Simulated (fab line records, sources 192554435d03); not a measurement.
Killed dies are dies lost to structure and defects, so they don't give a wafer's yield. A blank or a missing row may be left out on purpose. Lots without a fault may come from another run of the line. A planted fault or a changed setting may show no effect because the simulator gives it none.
A struck lot beside a sound one | flow n5_finfet | 37 steps out of a route of 1938
Sound: wafers L999.2, L999.4, L999.5. Struck: wafer L996.2. (L996.3, L996.5 of the same lot were not struck and are left out.) The cause comes at the end.
At each step with rows: each side's tool, then ch and its chambers, then its first start. Under that, the readings that differ: sound wafers | struck wafers | difference of the means | sigmas: that difference in standard deviations of wafers without a fault.
alike: readings whose means differ by less than 2 such deviations, and words and numbers that are the same on both sides. not compared: withheld readings, readings that some wafer has no value for, bounds like >300 that may hide the same value, and numbers for which the record gives no deviation and whose values overlap.
The two part at a step that has a row with sigmas, a row that says differs or no value, or rows on one side only. Numbers that don't overlap but have no deviation are shown without sigmas and don't part them. A reading that every wafer of one side lacks parts them only if that side has two wafers or more.

first, 9 steps without rows for these wafers: N5_BEOL_M9_DESCUM_33 (chemistry O2, time 7 s); N5_BEOL_M9_ETCH_76 (etches underlayer in N2/H2, target depth 6.5 nm, time 5.2 s); N5_BEOL_M9_ETCH_65 (etches SiARC in CF4, target depth 15.6 nm, time 26 s); N5_BEOL_M9_ETCH_66 (etches SOC in N2/H2, target depth 80 nm, overetch 16 nm, time 120 s); N5_BEOL_M9_STRIP_69 (strips in N2/H2); N5_BEOL_M9_STRIP_77 (strips in N2/H2); N5_BEOL_M9_VIA_ETCH_34 (etches SiCOH lowk in C4F6/O2, target depth 182.4 nm, time 68.4 s); N5_BEOL_M9_STRIP_73 (strips in C4F6/O2); N5_BEOL_M9_STRIP_36 (strips in N2/H2).
N5_BEOL_M9_TRENCH_ETCH_37: etches SiCOH lowk in C4F6/O2, target depth 151.43 nm, time 49 s.
  sound on rie_diel-05 ch 0,1,2, day 12 04:03; struck on rie_diel-02 ch 2, day 11 11:20
  reading                                    | sound             | struck | difference | sigmas
  run_length_s (s)                           | 71.6 72.2 71.9    | 65.9   | -6.0       | -15
  model.etch.depth_nm (nm)                   | 152.3 147.6 147.9 | 130.4  | -18.9      |
  model.BEOL_M9.feature_depth_nm (nm)        | 152.4 147.6 148   | 130.4  | -18.9      |
  model.TiN_of_BEOL_M9_HM_DEP_02.thk_nm (nm) | 15.6 16 15.8      | 16.2   | +0.4       |
  alike: drypump_motor_current_A, oes_ar_750_au, oes_product_au, rf_vpp_V, showerhead_plenum_p_Torr, throttle_valve_pct
  not compared: rf_fwd_power_W, rf_hours_counter_h
then, 2 steps without rows for these wafers: N5_BEOL_M9_ETCH_41 (etches SiCN in CH3F/O2, target depth 36.6 nm, time 70.1 s); N5_BEOL_M9_STRIP_80 (strips in N2/H2, time 10 s).
N5_BEOL_M9_OCD_MEAS_38:
  sound on ocd-02, day 12 04:13; struck on ocd-01, day 11 11:31
  reading              | sound             | struck | difference | sigmas
  trench_depth_nm (nm) | 153.0 147.4 147.6 | 130.3  | -19.0      | -8
then, 13 steps without rows for these wafers: N5_BEOL_M9_HM_STRIP_39 (strips TiN in peroxide tin strip, target depth 25 nm, time 158 s); N5_BEOL_M9_SRD_40 (time 30 s); N5_BEOL_M9_PRECLEAN_42 (cleans in residue remover, time 60 s); N5_BEOL_M9_SRD_43 (time 30 s); N5_BEOL_M9_CURE_72 (cures SiCOH lowk, time 120 s); N5_BEOL_M9_DEGAS_44 (time 60 s); N5_BEOL_M9_PRE_CLEAN_45 (time 30 s); N5_BEOL_M9_ALD_74 (deposits TaN, target thk 2 nm, pulse time 2 s, purge time 3 s); N5_BEOL_M9_SURFACE_TREAT_79; N5_BEOL_M9_CVD_78 (deposits Co from CCTBA/H2, target thk 2 nm, time 138.9 s); N5_BEOL_M9_SPUTTER_48 (material Cu, target thk 12 nm, time 2 s); N5_BEOL_M9_ECD_50 (material Cu, target thk 318 nm); N5_BEOL_M9_ANNEAL_51 (time 90 s).
N5_BEOL_M9_CMP_52: polishes, stops on SiCOH lowk, t overpolish 7 s, target thk 140 nm.
  sound on cmp-04 ch 0,1,3, day 12 06:26; struck on cmp-02 ch 3, day 11 13:15
  reading                                | sound             | struck | difference | sigmas
  barrier_field_endpoint_s (s)           | 28.7 29.6 29.9    | 27.6   | -1.8       | -2
  overpolish_run_s (s)                   | 7.002 6.991 6.988 | 7.012  | +0.018     | +2
  slurry_filter_dp_kPa (kPa)             | 13.77 13.42 13.55 | 13.15  | -0.43      | -3
  model.Cu_of_BEOL_M9_ECD_50.thk_nm (nm) | 140 136.2 136.2   | 118.2  | -19.3      |
  alike: motor_current_A, time_to_endpoint_s
  not compared: pad_life_wafers
N5_BEOL_M9_THK_MEAS_53: measures by xrf.
  sound on film_metro-01, day 12 06:44; struck on film_metro-01, day 11 13:33
  reading     | sound             | struck | difference | sigmas
  M9_THK (nm) | 138.6 134.7 135.4 | 117.3  | -18.9      | -7
then, 2 steps without rows for these wafers: N5_BEOL_M9_PRE_CLEAN_55 (time 15 s); N5_BEOL_M9_DEP_56 (deposits SiCN from 3MS/NH3, target thk 15 nm, time 26.5 s).
N5_BEOL_M9_RS_MEAS_57: measures by four-point-probe.
  sound on film_metro-02, day 12 06:52; struck on film_metro-01, day 11 13:42
  reading        | sound             | struck | difference | sigmas
  M9_RS (ohm/sq) | 0.151 0.155 0.156 | 0.182  | +0.028     | +8
then, 5 steps without rows for these wafers: N5_BEOL_M10_ILD_DEP_00 (deposits SiCOH lowk from DEMS/porogen, target thk 308.51 nm, time 58 s); N5_BEOL_M10_CURE_71 (cures SiCOH lowk, time 240 s); N5_BEOL_M10_PECVD_70 (deposits SiO2 from TEOS/O2, target thk 20 nm, time 22.7 s); N5_BEOL_M10_HM_DEP_02 (deposits TiN, target thk 20 nm); N5_BEOL_M10_COAT_59 (time 60 s, resist thk 100 nm).
N5_BEOL_M15_RC_MEAS_101:
  sound on prober-01 ch 0, day 14 06:31; struck on prober-02 ch 0, day 13 07:53
  reading                   | sound                 | struck  | difference | sigmas
  COMB_M13 (S/m)            | 7.9e-12 7e-12 8.3e-12 | 1.8e-12 | -5.9e-12   | -3
  COMB_M14 (S/m)            | 5e-12 4.9e-12 4.1e-12 | 1.6e-12 | -3.1e-12   | -2
  SERP_M9 (ohm/um)          | 3.06 3.08 3.17        | 3.69    | +0.59      | +8
  SERP_M9_max_site (ohm/um) | 3.20 3.24 3.21        | 3.76    | +0.54      | +6
  alike: COMB_M10, COMB_M11, COMB_M12, COMB_M15, COMB_M5, COMB_M6, COMB_M7, COMB_M8, SERP_M10, SERP_M11, SERP_M12, SERP_M13, SERP_M13_max_site, SERP_M14, SERP_M5, SERP_M6, SERP_M7, SERP_M8

WHERE THEY PART
First at N5_BEOL_M9_TRENCH_ETCH_37; last, within this record, at N5_BEOL_M15_RC_MEAS_101.

WHY: what the simulator had put in
Process parameter drift: rie_diel-02, from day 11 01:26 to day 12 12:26, at N5_BEOL_M9_TRENCH_ETCH_37. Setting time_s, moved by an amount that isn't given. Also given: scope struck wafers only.
